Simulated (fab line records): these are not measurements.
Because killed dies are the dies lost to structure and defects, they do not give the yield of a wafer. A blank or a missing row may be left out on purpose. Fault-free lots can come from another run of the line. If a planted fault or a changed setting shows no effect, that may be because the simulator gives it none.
fab line records    flow nand-harc
record lots=24  wafers=72  last-day=34
route steps=1302 shown A_WL_FILL@976 A_CONTACT@1003
lots with no fault: from the same line, run without faults
start-h: hours from the record's first day to the start of the lot's first wafer shown    wait-h: hours from the lot's prior step to this one    " as in the row above    L1.1+2: a single row standing in for several wafers    - no value, or no start was given    * or withheld: withheld    < > ~ a bound
route shown NAME@n: names a module that has steps shown in the file, with the first one's number in the route    usual: mean and standard deviation over wafers with no fault    same: alike in all rows    chamber/n: place in a boat    sites: readings site by site    _std_site: standard deviation across them    _edge_site: outer sites' mean less inner sites'    radius-mm: for every site, how far away it sits from the centre of the wafer    mask NAME#n: copy n    behind: the tool/chamber that last shaped the wafer    hold: reason for holding the lot/hours on hold/outcome of the hold    device: names the non-switching transistor (n, p or np)    end of line: the same wafers' tests at the end of the route    for a step that has no rows: nothing shown but its recipe    killed: not the wafer's yield, but the dies lost to structure and defects at the first sort    map: the dies of a wafer, with x for killed, . for not killed, _ for no die there
set.NAME: the run value of the setting; set.NAME@STEP: its run value at that earlier step    model.NAME: the simulator's own value behind a step, which no gauge read
steps of the route over a sample of lots; a table a step, a row a wafer
services: when a tool's chamber went out of use (start-h, in hours from the record's first day, below 0 if earlier), for how many hours, and the reason
## steps
# step NHARC_A_WL_FILL_CVD_20
# recipe target-thk-a=1000  temp-c=400  pressure-torr=40  wf6-flow-sccm=40  h2-flow-sccm=1600  ar-flow-sccm=1560  time-s=74  material=W
# usual heater-power-w=821/59  susceptor-temp-C=399.98/0.22  throttle-valve-pct=7.66/0.24
lot.wafer  tool      chamber  start-h  wait-h  heater-power-w  susceptor-temp-C  throttle-valve-pct
L074.3     cvd-w-02  1        -        -       764             399.82            8.01
L074.6     "         0        "        "       775             399.96            7.45
L074.5     "         1        "        "       765             399.84            7.95
L076.2     cvd-w-01  0        -        -       826             399.93            7.84
L076.3     "         1        "        "       905             399.93            7.62
L076.6     "         1        "        "       915             399.93            7.88
L075.2     cvd-w-01  1        -        -       912             400.22            7.50
L075.5     "         1        "        "       903             399.73            7.95
L075.6     "         0        "        "       828             399.99            7.84
L077.2     cvd-w-02  1        -        -       770             400.06            7.55
L077.6     "         1        "        "       761             400.02            7.46
L077.5     "         0        "        "       794             399.81            7.48
L079.1     cvd-w-01  0        -        -       828             -                 7.36
L079.3     "         1        "        "       929             -                 8.22
L079.5     "         1        "        "       901             -                 7.98
L078.1     cvd-w-02  0        -        -       784             -                 7.72
L078.4     "         0        "        "       786             -                 7.37
L078.6     "         1        "        "       759             -                 7.72
L080.2     cvd-w-01  0        -        -       820             400.00            7.89
L080.1     "         1        "        "       920             399.76            7.96
L080.3     "         0        "        "       825             400.00            7.79
L083.2     cvd-w-02  1        -        -       756             -                 7.94
L083.4     "         0        "        "       780             -                 7.30
L083.5     "         1        "        "       776             -                 7.65
L081.1     cvd-w-02  1        -        -       769             399.72            7.68
L081.3     "         0        "        "       821             399.95            7.46
L081.6     "         0        "        "       797             399.78            7.33
L082.2     cvd-w-01  0        -        -       801             399.73            7.37
L082.4     "         0        "        "       791             399.60            7.63
L082.6     "         1        "        "       936             400.33            7.80
L085.2     cvd-w-02  0        -        -       810             399.72            7.55
L085.4     "         1        "        "       798             399.64            7.83
L085.3     "         0        "        "       807             399.78            7.71
L084.1     cvd-w-01  0        -        -       792             -                 7.26
L084.2     "         1        "        "       937             -                 7.81
L084.4     "         1        "        "       930             -                 7.62
L086.2     cvd-w-02  0        -        -       791             -                 7.47
L086.4     "         0        "        "       787             -                 7.28
L086.5     "         0        "        "       787             -                 7.72
L087.2     cvd-w-02  1        -        -       768             -                 7.70
L087.1     "         0        "        "       796             -                 7.71
L087.3     "         0        "        "       808             -                 7.66
L089.1     cvd-w-02  0        -        -       801             400.04            7.83
L089.2     "         1        "        "       779             400.08            7.69
L089.5     "         0        "        "       773             400.37            7.40
L088.1     cvd-w-01  1        -        -       950             -                 7.80
L088.2     "         0        "        "       826             -                 7.79
L088.3     "         0        "        "       805             -                 7.64
L090.2     cvd-w-01  1        -        -       923             399.83            7.89
L090.6     "         1        "        "       959             399.94            7.92
L090.5     "         0        "        "       778             399.88            7.49
L093.2     cvd-w-02  1        -        -       810             400.21            7.50
L093.3     "         1        "        "       821             399.89            7.79
L093.5     "         0        "        "       767             400.00            7.38
L091.1     cvd-w-01  1        -        -       916             400.12            7.82
L091.3     "         0        "        "       803             400.05            7.50
L091.5     "         0        "        "       826             399.68            7.85
L092.1     cvd-w-01  1        -        -       962             399.76            7.87
L092.4     "         1        "        "       938             399.68            7.73
L092.6     "         1        "        "       922             399.80            8.02
L094.3     cvd-w-02  1        -        -       814             400.21            7.69
L094.4     "         0        "        "       769             400.15            7.35
L094.6     "         1        "        "       811             400.60            7.91
L095.1     cvd-w-02  1        -        -       803             400.27            7.57
L095.4     "         0        "        "       775             400.28            7.33
L095.5     "         0        "        "       763             400.01            7.39
L097.4     cvd-w-02  1        -        -       800             400.05            7.54
L097.3     "         0        "        "       769             399.67            7.47
L097.6     "         0        "        "       783             399.56            7.27
L096.2     cvd-w-02  0        -        -       777             399.98            7.29
L096.3     "         0        "        "       787             399.69            7.26
L096.6     "         0        "        "       766             400.08            7.44
# step NHARC_A_CONTACT_ETCH_50
# recipe target-depth-a=1210  time-s=60.5  cf4-flow-sccm=100  chf3-flow-sccm=30  ar-flow-sccm=0  rf-w=500  bias-w=200  chemistry=CF4/CHF3
# usual drypump-motor-current-A=5.8/0.44  oes-product-au=0.950/0.025  rf-vpp-V=370.9/1.7  showerhead-plenum-p-Torr=1.58/0.049  throttle-valve-pct=16.802/0.0084
lot.wafer  tool         chamber  start-h  wait-h  drypump-motor-current-A  oes-product-au  rf-hours-counter-h  rf-vpp-V  showerhead-plenum-p-Torr  throttle-valve-pct
L074.3     rie-diel-11  2        -        -       6.1                      0.976           18                  371.3     1.61                      16.807
L074.5     "            2        "        "       6.1                      0.968           -                   370.6     1.61                      16.795
L074.6     "            3        "        "       5.0                      0.959           -                   369.8     1.55                      16.801
L076.2     rie-diel-11  3        -        -       5.0                      0.988           24                  370.3     1.55                      16.794
L076.3     "            1        "        "       6.2                      0.975           19                  371.5     1.63                      16.810
L076.6     "            3        "        "       5.0                      0.978           -                   368.6     1.55                      16.804
L075.2     rie-diel-07  1        -        -       5.9                      0.959           5                   372.4     1.63                      16.814
L075.5     "            3        "        "       5.6                      0.961           -                   372.4     1.65                      16.800
L075.6     "            0        "        "       6.3                      0.962           -                   367.3     1.50                      16.799
L077.2     rie-diel-12  0        -        -       5.0                      0.965           17                  368.1     1.53                      16.789
L077.5     "            0        "        "       5.0                      0.963           -                   368.1     1.53                      16.801
L077.6     "            1        "        "       5.5                      0.955           -                   372.2     1.60                      16.792
L078.4     rie-diel-07  2        -        -       6.1                      0.963           8                   371.3     1.59                      16.800
L078.1     "            3        "        "       5.6                      0.981           8                   373.1     1.65                      16.801
L078.6     "            0        "        "       6.3                      0.965           -                   369.6     1.50                      16.809
L079.1     rie-diel-11  0        -        -       6.4                      0.932           33                  371.7     1.61                      16.788
L079.3     "            1        "        "       6.2                      0.929           36                  372.8     1.63                      16.806
L079.5     "            1        "        "       6.2                      0.929           -                   370.5     1.63                      16.825
L080.1     rie-diel-07  0        -        -       6.3                      0.917           13                  367.6     1.50                      16.811
L080.3     "            1        "        "       5.9                      0.921           12                  371.9     1.63                      16.808
L080.2     "            2        "        "       6.1                      0.923           12                  370.5     1.59                      16.792
L083.2     rie-diel-07  0        -        -       6.3                      0.956           14                  368.9     1.50                      16.803
L083.4     "            2        "        "       6.1                      0.974           13                  371.9     1.59                      16.806
L083.5     "            1        "        "       5.9                      0.959           -                   371.7     1.63                      16.787
L081.3     rie-diel-12  2        -        -       5.4                      0.919           32                  370.8     1.61                      16.815
L081.1     "            3        "        "       6.1                      0.923           33                  368.2     1.52                      16.800
L081.6     "            2        "        "       5.4                      0.916           -                   370.6     1.61                      16.792
L085.4     rie-diel-12  0        -        -       5.0                      0.913           37                  370.3     1.52                      16.780
L085.2     "            1        "        "       5.5                      0.922           33                  370.2     1.60                      16.808
L085.3     "            3        "        "       6.1                      0.929           36                  368.7     1.52                      16.799
L082.4     rie-diel-07  2        -        -       6.1                      0.916           15                  371.4     1.59                      16.791
L082.2     "            0        "        "       6.3                      0.917           15                  367.9     1.50                      16.808
L082.6     "            2        "        "       6.1                      0.929           -                   371.9     1.59                      16.801
L084.2     rie-diel-11  0        -        -       6.3                      0.925           53                  371.3     1.61                      16.800
L084.1     "            1        "        "       6.2                      0.934           56                  372.1     1.62                      16.795
L084.4     "            0        "        "       6.4                      0.926           -                   371.8     1.61                      16.802
L086.4     rie-diel-11  0        -        -       6.3                      0.929           55                  370.0     1.61                      16.806
L086.2     "            3        "        "       5.0                      0.927           49                  370.7     1.54                      16.801
L086.5     "            1        "        "       6.1                      0.918           -                   372.8     1.62                      16.803
L087.2     rie-diel-07  3        -        -       5.6                      0.971           23                  373.5     1.65                      16.804
L087.3     "            1        "        "       5.9                      0.950           22                  373.5     1.63                      16.811
L087.1     "            2        "        "       6.1                      0.966           23                  369.1     1.59                      16.794
L089.2     rie-diel-12  2        -        -       5.5                      0.932           2                   371.4     1.60                      16.802
L089.1     "            3        "        "       6.1                      0.922           2                   368.3     1.51                      16.800
L089.5     "            2        "        "       5.5                      0.936           -                   371.3     1.60                      16.779
L088.3     rie-diel-07  1        -        -       5.9                      0.929           23                  370.6     1.63                      16.801
L088.1     "            3        "        "       5.6                      0.920           25                  371.2     1.65                      16.803
L088.2     "            0        "        "       6.3                      0.912           23                  369.3     1.50                      16.808
L090.2     rie-diel-11  2        648.45   -       6.1                      1.002           11                  369.3     1.59                      16.797
L090.5     "            3        "        "       5.0                      0.996           -                   370.1     1.54                      16.802
L090.6     "            0        "        "       6.3                      1.005           -                   371.6     1.60                      16.803
L093.2     rie-diel-11  3        -        -       5.0                      0.970           16                  368.2     1.54                      16.808
L093.3     "            1        "        "       6.2                      0.959           18                  371.4     1.61                      16.810
L093.5     "            3        "        "       5.0                      0.967           -                   369.1     1.54                      16.792
L091.1     rie-diel-12  0        -        -       5.0                      0.977           12                  369.0     1.51                      16.807
L091.3     "            2        "        "       5.5                      0.958           10                  373.6     1.60                      16.798
L091.5     "            0        "        "       5.0                      0.986           -                   369.0     1.51                      16.816
L092.1     rie-diel-07  1        -        -       5.9                      0.932           4                   371.4     1.63                      16.799
L092.4     "            0        "        "       6.3                      0.920           3                   367.1     1.50                      16.807
L092.6     "            1        "        "       5.9                      0.929           -                   373.9     1.62                      16.799
L094.4     rie-diel-07  2        -        -       6.1                      0.939           4                   371.6     1.59                      16.814
L094.3     "            0        "        "       6.2                      0.960           5                   367.5     1.50                      16.811
L094.6     "            3        "        "       5.6                      0.955           -                   372.9     1.64                      16.805
L095.4     rie-diel-07  0        -        -       6.3                      0.984           7                   368.3     1.50                      16.800
L095.1     "            3        "        "       5.6                      0.983           6                   374.2     1.64                      16.799
L095.5     "            1        "        "       5.9                      0.966           -                   372.2     1.62                      16.812
L097.4     rie-diel-12  1        -        -       5.5                      0.971           31                  370.9     1.58                      16.796
L097.3     "            2        "        "       5.4                      0.952           27                  371.2     1.60                      16.810
L097.6     "            0        "        "       5.0                      0.974           -                   368.4     1.51                      16.799
L096.2     rie-diel-07  3        -        -       5.6                      0.976           12                  371.7     1.64                      16.793
L096.3     "            0        "        "       6.3                      0.963           12                  368.9     1.49                      16.798
L096.6     "            2        "        "       6.1                      0.969           -                   371.2     1.59                      16.804
# step NHARC_A_CONTACT_ETCH_112
# recipe source-w=withheld  pressure-mtorr=20  bias-v=3000  time-s=190  target-depth-a=18500  ar-flow-sccm=withheld  c4f8-flow-sccm=withheld  o2-flow-sccm=withheld  chemistry=C4F8/O2/Ar
lot.wafer  tool             chamber  start-h  wait-h  rf-hours-counter-h
L074.3     har-cap-etch-03  0        486.83   0.2     -
L074.6     "                0        "        "       -
L074.5     "                1        "        "       -
L076.2     har-cap-etch-03  0        500.76   0.2     39
L076.3     "                0        "        "       -
L076.6     "                1        "        "       -
L075.2     har-cap-etch-02  1        502.87   0.2     89
L075.5     "                1        "        "       -
L075.6     "                0        "        "       -
L077.2     har-cap-etch-03  0        513.23   0.2     43
L077.6     "                1        "        "       -
L077.5     "                0        "        "       -
L078.1     har-cap-etch-01  0        529.04   0.2     1
L078.4     "                0        "        "       -
L078.6     "                1        "        "       -
L079.1     har-cap-etch-02  0        529.29   0.2     96
L079.3     "                1        "        "       -
L079.5     "                0        "        "       -
L080.1     har-cap-etch-02  1        555.85   0.2     100
L080.2     "                0        "        "       100
L080.3     "                0        "        "       -
L083.2     har-cap-etch-03  0        565.93   0.2     50
L083.4     "                0        "        "       -
L083.5     "                1        "        "       -
L081.1     har-cap-etch-01  1        571.21   0.2     7
L081.3     "                1        "        "       -
L081.6     "                0        "        "       -
L085.2     har-cap-etch-02  0        579.02   0.2     104
L085.4     "                1        "        "       -
L085.3     "                0        "        "       -
L082.2     har-cap-etch-01  1        580.90   0.2     9
L082.4     "                1        "        "       -
L082.6     "                1        "        "       -
L084.2     har-cap-etch-03  0        581.55   0.2     54
L084.1     "                1        "        "       54
L084.4     "                1        "        "       -
L086.2     har-cap-etch-01  0        585.25   0.2     11
L086.4     "                1        "        "       -
L086.5     "                0        "        "       -
L087.2     har-cap-etch-02  1        637.09   0.2     114
L087.1     "                0        "        "       114
L087.3     "                1        "        "       -
L089.2     har-cap-etch-03  1        638.03   0.2     62
L089.1     "                0        "        "       62
L089.5     "                0        "        "       -
L088.2     har-cap-etch-01  1        648.29   0.2     18
L088.1     "                0        "        "       18
L088.3     "                0        "        "       -
L090.2     har-cap-etch-03  0        649.91   0.2     64
L090.6     "                0        "        "       -
L090.5     "                1        "        "       -
L093.2     har-cap-etch-01  1        661.18   0.2     22
L093.3     "                1        "        "       -
L093.5     "                1        "        "       -
L091.1     har-cap-etch-02  0        662.32   0.2     120
L091.3     "                1        "        "       -
L091.5     "                1        "        "       -
L092.1     har-cap-etch-01  1        684.23   0.2     28
L092.4     "                0        "        "       -
L092.6     "                0        "        "       -
L094.3     har-cap-etch-02  0        686.33   0.2     -
L094.4     "                1        "        "       -
L094.6     "                1        "        "       -
L095.1     har-cap-etch-03  1        697.40   0.2     73
L095.4     "                1        "        "       -
L095.5     "                0        "        "       -
L097.3     har-cap-etch-03  0        717.64   0.2     -
L097.4     "                1        "        "       -
L097.6     "                1        "        "       -
L096.2     har-cap-etch-03  1        756.41   0.2     82
L096.3     "                1        "        "       -
L096.6     "                1        "        "       -
# step NHARC_A_CONTACT_INSPECT_71
# usual raw-defect-count=81/34
lot.wafer  tool               chamber  start-h  wait-h  raw-defect-count
L074.3     defect-inspect-02  -        496.57   0.0     136
L074.5     "                  -        "        "       120
L074.6     "                  -        "        "       139
L076.2     defect-inspect-02  -        508.76   0.0     106
L076.3     "                  -        "        "       82
L076.6     "                  -        "        "       89
L075.2     defect-inspect-02  -        511.39   0.0     73
L075.5     "                  -        "        "       72
L075.6     "                  -        "        "       69
L077.2     defect-inspect-01  -        522.35   0.0     111
L077.5     "                  -        "        "       141
L077.6     "                  -        "        "       113
L079.1     defect-inspect-01  -        537.50   0.0     59
L079.3     "                  -        "        "       52
L079.5     "                  -        "        "       74
L078.1     defect-inspect-02  -        537.78   0.0     154
L078.4     "                  -        "        "       149
L078.6     "                  -        "        "       158
L080.1     defect-inspect-01  -        569.07   0.0     58
L080.2     "                  -        "        "       65
L080.3     "                  -        "        "       51
L083.2     defect-inspect-02  -        574.73   0.0     80
L083.4     "                  -        "        "       65
L083.5     "                  -        "        "       66
L081.1     defect-inspect-02  -        582.24   0.0     65
L081.3     "                  -        "        "       70
L081.6     "                  -        "        "       78
L085.2     defect-inspect-01  -        587.30   0.0     71
L085.3     "                  -        "        "       60
L085.4     "                  -        "        "       50
L082.2     defect-inspect-01  -        589.57   0.0     106
L082.4     "                  -        "        "       130
L082.6     "                  -        "        "       124
L084.1     defect-inspect-02  -        590.49   0.0     34
L084.2     "                  -        "        "       33
L084.4     "                  -        "        "       36
L086.2     defect-inspect-01  -        596.33   0.0     97
L086.4     "                  -        "        "       106
L086.5     "                  -        "        "       112
L089.1     defect-inspect-01  -        647.16   0.0     59
L089.2     "                  -        "        "       92
L089.5     "                  -        "        "       67
L087.1     defect-inspect-02  -        649.47   0.0     25
L087.2     "                  -        "        "       28
L087.3     "                  -        "        "       22
L088.1     defect-inspect-02  -        657.04   0.0     25
L088.2     "                  -        "        "       24
L088.3     "                  -        "        "       26
L090.2     defect-inspect-01  -        662.41   0.0     125
L090.5     "                  -        "        "       119
L090.6     "                  -        "        "       106
L093.2     defect-inspect-01  -        674.25   0.0     113
L093.3     "                  -        "        "       115
L093.5     "                  -        "        "       112
L091.1     defect-inspect-02  -        674.95   0.0     93
L091.3     "                  -        "        "       91
L091.5     "                  -        "        "       104
L092.1     defect-inspect-02  -        692.26   0.1     51
L092.4     "                  -        "        "       75
L092.6     "                  -        "        "       56
L094.3     defect-inspect-01  -        695.85   0.0     72
L094.4     "                  -        "        "       70
L094.6     "                  -        "        "       64
L095.1     defect-inspect-01  -        705.40   0.0     90
L095.4     "                  -        "        "       82
L095.5     "                  -        "        "       81
L097.3     defect-inspect-01  -        729.36   0.0     41
L097.4     "                  -        "        "       52
L097.6     "                  -        "        "       43
L096.2     defect-inspect-02  -        765.03   0.0     79
L096.3     "                  -        "        "       67
L096.6     "                  -        "        "       77
# step NHARC_A_CONTACT_ETCH_131
# recipe source-w=withheld  pressure-mtorr=20  bias-v=3000  time-s=197  target-depth-a=19180  ar-flow-sccm=withheld  c4f8-flow-sccm=withheld  o2-flow-sccm=withheld  chemistry=C4F8/O2/Ar
lot.wafer  tool             chamber  start-h  wait-h  rf-hours-counter-h
L074.3     har-cap-etch-02  1        500.71   0.1     -
L074.6     "                0        "        "       -
L074.5     "                1        "        "       -
L076.2     har-cap-etch-02  0        511.61   0.1     92
L076.3     "                0        "        "       -
L076.6     "                0        "        "       -
L075.2     har-cap-etch-02  0        514.30   0.1     94
L075.6     "                1        "        "       -
L075.5     "                0        "        "       -
L077.2     har-cap-etch-03  1        525.85   0.2     46
L077.6     "                0        "        "       -
L077.5     "                1        "        "       -
L079.1     har-cap-etch-01  1        540.37   0.2     5
L079.3     "                0        "        "       -
L079.5     "                0        "        "       -
L078.1     har-cap-etch-02  1        540.79   0.1     99
L078.4     "                1        "        "       -
L078.6     "                0        "        "       -
L080.1     har-cap-etch-02  1        572.84   0.1     104
L080.2     "                0        "        "       104
L080.3     "                1        "        "       -
L083.2     har-cap-etch-03  0        577.72   0.1     53
L083.4     "                1        "        "       -
L083.5     "                0        "        "       -
L081.1     har-cap-etch-02  1        585.10   0.1     109
L081.3     "                1        "        "       -
L081.6     "                1        "        "       -
L085.2     har-cap-etch-02  0        590.16   0.1     111
L085.3     "                0        "        "       -
L085.4     "                1        "        "       -
L082.2     har-cap-etch-03  0        592.43   0.1     58
L082.4     "                1        "        "       -
L082.6     "                1        "        "       -
L084.1     har-cap-etch-01  1        593.35   0.1     15
L084.2     "                0        "        "       15
L084.4     "                0        "        "       -
L086.2     har-cap-etch-03  1        599.22   0.1     60
L086.4     "                0        "        "       -
L086.5     "                1        "        "       -
L089.1     har-cap-etch-02  0        650.44   0.2     117
L089.2     "                1        "        "       117
L089.5     "                1        "        "       -
L087.1     har-cap-etch-01  1        652.35   0.1     21
L087.2     "                0        "        "       21
L087.3     "                0        "        "       -
L088.1     har-cap-etch-02  1        660.32   0.2     119
L088.2     "                0        "        "       119
L088.3     "                1        "        "       -
L090.2     har-cap-etch-01  0        665.41   0.1     26
L090.6     "                0        "        "       -
L090.5     "                1        "        "       -
L093.2     har-cap-etch-02  1        677.52   0.2     123
L093.3     "                0        "        "       -
L093.5     "                1        "        "       -
L091.1     har-cap-etch-01  1        677.80   0.1     27
L091.3     "                1        "        "       -
L091.5     "                1        "        "       -
L092.1     har-cap-etch-01  1        695.58   0.2     31
L092.4     "                1        "        "       -
L092.6     "                1        "        "       -
L094.4     har-cap-etch-02  1        699.22   0.2     -
L094.3     "                0        "        "       -
L094.6     "                1        "        "       -
L095.1     har-cap-etch-03  0        708.71   0.1     77
L095.4     "                0        "        "       -
L095.5     "                0        "        "       -
L097.3     har-cap-etch-02  1        732.27   0.1     -
L097.4     "                0        "        "       -
L097.6     "                0        "        "       -
L096.2     har-cap-etch-03  1        767.88   0.1     87
L096.3     "                0        "        "       -
L096.6     "                1        "        "       -
# step NHARC_A_CONTACT_ETCH_89
# recipe target-depth-a=2600  over-etch-frac=0.3  time-s=475.3  ion-energy-ev=200  n2-flow-sccm=150  h2-flow-sccm=150  ar-flow-sccm=0  rf-w=400  bias-w=150  chemistry=N2/H2
# usual drypump-motor-current-A=5.8/0.43  oes-product-au=0.999/0.0084  rf-vpp-V=430.7/1.9  showerhead-plenum-p-Torr=2.05/0.068  throttle-valve-pct=14.171/0.0091
lot.wafer  tool         chamber  start-h  wait-h  drypump-motor-current-A  oes-product-au  rf-hours-counter-h  rf-vpp-V  showerhead-plenum-p-Torr  throttle-valve-pct
L074.3     rie-diel-12  1        -        -       5.5                      1.001           12                  431.1     2.08                      14.168
L074.6     "            1        "        "       5.5                      0.995           -                   431.1     2.08                      14.180
L074.5     "            2        "        "       5.5                      0.997           -                   432.5     2.09                      14.165
L076.2     rie-diel-12  1        -        -       5.5                      0.999           14                  431.1     2.08                      14.187
L076.3     "            2        "        "       5.5                      0.992           18                  432.0     2.09                      14.172
L076.6     "            3        "        "       6.1                      0.984           -                   428.9     1.97                      14.170
L075.2     rie-diel-07  3        -        -       5.6                      1.001           6                   432.7     2.15                      14.189
L075.6     "            0        "        "       6.3                      0.991           -                   428.7     1.94                      14.164
L075.5     "            1        "        "       5.9                      1.002           -                   433.2     2.12                      14.169
L077.2     rie-diel-07  3        -        -       5.6                      1.009           9                   432.6     2.15                      14.179
L077.6     "            0        "        "       6.3                      0.996           -                   428.3     1.94                      14.177
L077.5     "            1        "        "       5.9                      1.000           -                   432.6     2.12                      14.171
L079.3     rie-diel-07  2        -        -       6.1                      1.001           11                  430.5     2.07                      14.169
L079.1     "            1        "        "       5.9                      1.001           11                  433.1     2.12                      14.176
L079.5     "            3        "        "       5.6                      1.007           -                   434.6     2.15                      14.171
L078.1     rie-diel-12  0        -        -       5.0                      0.994           28                  428.5     1.97                      14.172
L078.4     "            2        "        "       5.4                      0.984           26                  432.9     2.09                      14.186
L078.6     "            1        "        "       5.5                      0.994           -                   431.3     2.07                      14.170
L080.1     rie-diel-12  0        -        -       5.0                      0.997           38                  429.2     1.97                      14.174
L080.2     "            1        "        "       5.5                      1.001           34                  430.9     2.07                      14.166
L080.3     "            3        "        "       6.1                      0.996           37                  428.0     1.96                      14.171
L083.2     rie-diel-07  0        -        -       6.3                      1.005           17                  428.3     1.94                      14.187
L083.4     "            1        "        "       5.9                      1.009           16                  434.0     2.12                      14.164
L083.5     "            3        "        "       5.6                      0.996           -                   432.7     2.14                      14.184
L081.3     rie-diel-12  0        -        -       5.0                      0.997           44                  428.7     1.96                      14.180
L081.1     "            1        "        "       5.5                      1.002           39                  430.2     2.07                      14.161
L081.6     "            3        "        "       6.1                      0.995           -                   428.3     1.96                      14.171
L085.3     rie-diel-07  2        -        -       6.1                      0.999           19                  430.4     2.06                      14.182
L085.4     "            3        "        "       5.6                      0.992           20                  432.0     2.14                      14.167
L085.2     "            0        "        "       6.3                      0.994           20                  428.2     1.94                      14.183
L082.4     rie-diel-11  0        -        -       6.3                      0.999           61                  433.1     2.08                      14.172
L082.2     "            1        "        "       6.2                      1.001           64                  430.7     2.11                      14.156
L082.6     "            3        "        "       5.0                      0.975           -                   429.2     2.00                      14.178
L084.4     rie-diel-07  1        -        -       5.9                      1.000           20                  433.1     2.12                      14.180
L084.1     "            2        "        "       6.1                      0.995           20                  429.9     2.06                      14.179
L084.2     "            3        "        "       5.6                      0.994           20                  433.5     2.14                      14.142
L086.2     rie-diel-07  2        -        -       6.1                      1.004           21                  431.5     2.06                      14.174
L086.4     "            3        "        "       5.6                      1.002           21                  432.9     2.14                      14.177
L086.5     "            1        "        "       5.9                      1.004           -                   432.4     2.11                      14.177
L089.1     rie-diel-12  3        -        -       6.1                      0.999           11                  428.8     1.95                      14.147
L089.2     "            1        "        "       5.5                      1.011           10                  430.4     2.06                      14.161
L089.5     "            3        "        "       6.2                      0.996           -                   428.5     1.95                      14.162
L087.2     rie-diel-07  1        -        -       5.9                      1.008           0                   431.5     2.11                      14.185
L087.3     "            2        "        "       6.1                      0.992           0                   430.4     2.06                      14.170
L087.1     "            3        "        "       5.6                      1.011           0                   433.4     2.14                      14.176
L088.1     rie-diel-07  1        -        -       5.9                      0.998           1                   432.2     2.11                      14.158
L088.2     "            2        "        "       6.1                      0.994           1                   430.3     2.06                      14.165
L088.3     "            3        "        "       5.6                      1.004           1                   432.6     2.14                      14.165
L090.2     rie-diel-11  3        -        -       5.0                      1.001           23                  431.1     1.99                      14.166
L090.5     "            0        "        "       6.3                      1.015           -                   431.2     2.07                      14.171
L090.6     "            3        "        "       5.0                      1.009           -                   428.8     1.99                      14.165
L093.2     rie-diel-12  2        -        -       5.4                      1.007           18                  432.3     2.08                      14.184
L093.3     "            3        "        "       6.1                      1.000           19                  429.0     1.95                      14.167
L093.5     "            1        "        "       5.5                      1.008           -                   431.1     2.06                      14.157
L091.1     rie-diel-11  3        -        -       5.0                      1.004           25                  429.9     1.99                      14.174
L091.3     "            0        "        "       6.3                      1.022           25                  430.2     2.07                      14.194
L091.5     "            0        "        "       6.3                      1.013           -                   431.0     2.07                      14.166
L092.4     rie-diel-12  1        -        -       5.5                      0.996           23                  430.0     2.06                      14.173
L092.1     "            2        "        "       5.5                      0.996           22                  430.1     2.07                      14.165
L092.6     "            0        "        "       5.0                      1.004           -                   428.4     1.95                      14.177
L094.4     rie-diel-07  0        -        -       6.3                      0.989           9                   427.4     1.93                      14.181
L094.3     "            1        "        "       5.9                      1.006           9                   433.7     2.11                      14.179
L094.6     "            2        "        "       6.1                      0.996           -                   429.9     2.06                      14.182
L095.1     rie-diel-07  2        -        -       6.1                      0.990           9                   430.9     2.06                      14.153
L095.4     "            1        "        "       5.9                      0.996           9                   431.8     2.11                      14.169
L095.5     "            3        "        "       5.6                      0.995           -                   434.1     2.14                      14.181
L097.3     rie-diel-11  1        -        -       6.2                      1.016           42                  432.8     2.09                      14.162
L097.4     "            2        "        "       6.1                      1.009           40                  429.8     2.06                      14.163
L097.6     "            1        "        "       6.2                      1.007           -                   433.2     2.09                      14.170
L096.3     rie-diel-12  2        -        -       5.4                      0.992           42                  431.3     2.07                      14.162
L096.2     "            3        "        "       6.1                      0.995           46                  430.4     1.94                      14.184
L096.6     "            2        "        "       5.4                      0.999           -                   431.2     2.07                      14.170
## services
tool             chamber  start-h  hours  kind
cvd-w-02         -        462.86   0.6    repair
rie-diel-07      2        467.19   5.8    repair
rie-diel-07      -        471.31   9.0    pm
rie-diel-11      2        488.06   1.5    repair
har-cap-etch-01  -        497.00   17.0   pm
har-cap-etch-03  -        497.54   0.5    repair
cvd-w-02         -        540.00   1.8    repair
rie-diel-12      3        562.56   6.0    repair
rie-diel-11      3        579.65   3.0    repair
rie-diel-11      -        609.54   9.0    pm
har-cap-etch-01  -        610.08   0.4    repair
rie-diel-12      -        622.57   9.0    pm
har-cap-etch-01  -        630.10   2.5    repair
cvd-w-02         -        631.10   13.0   pm
rie-diel-07      -        648.31   9.0    pm
har-cap-etch-03  -        654.22   0.4    repair
rie-diel-11      1        673.45   4.3    repair
rie-diel-12      -        693.04   1.3    repair
rie-diel-11      0        705.57   9.4    repair
rie-diel-11      2        721.15   15.0   repair
rie-diel-07      -        741.43   4.2    repair
rie-diel-11      1        742.34   9.4    repair
har-cap-etch-02  -        754.00   17.0   pm
rie-diel-11      2        755.15   1.3    repair
## key
fault none
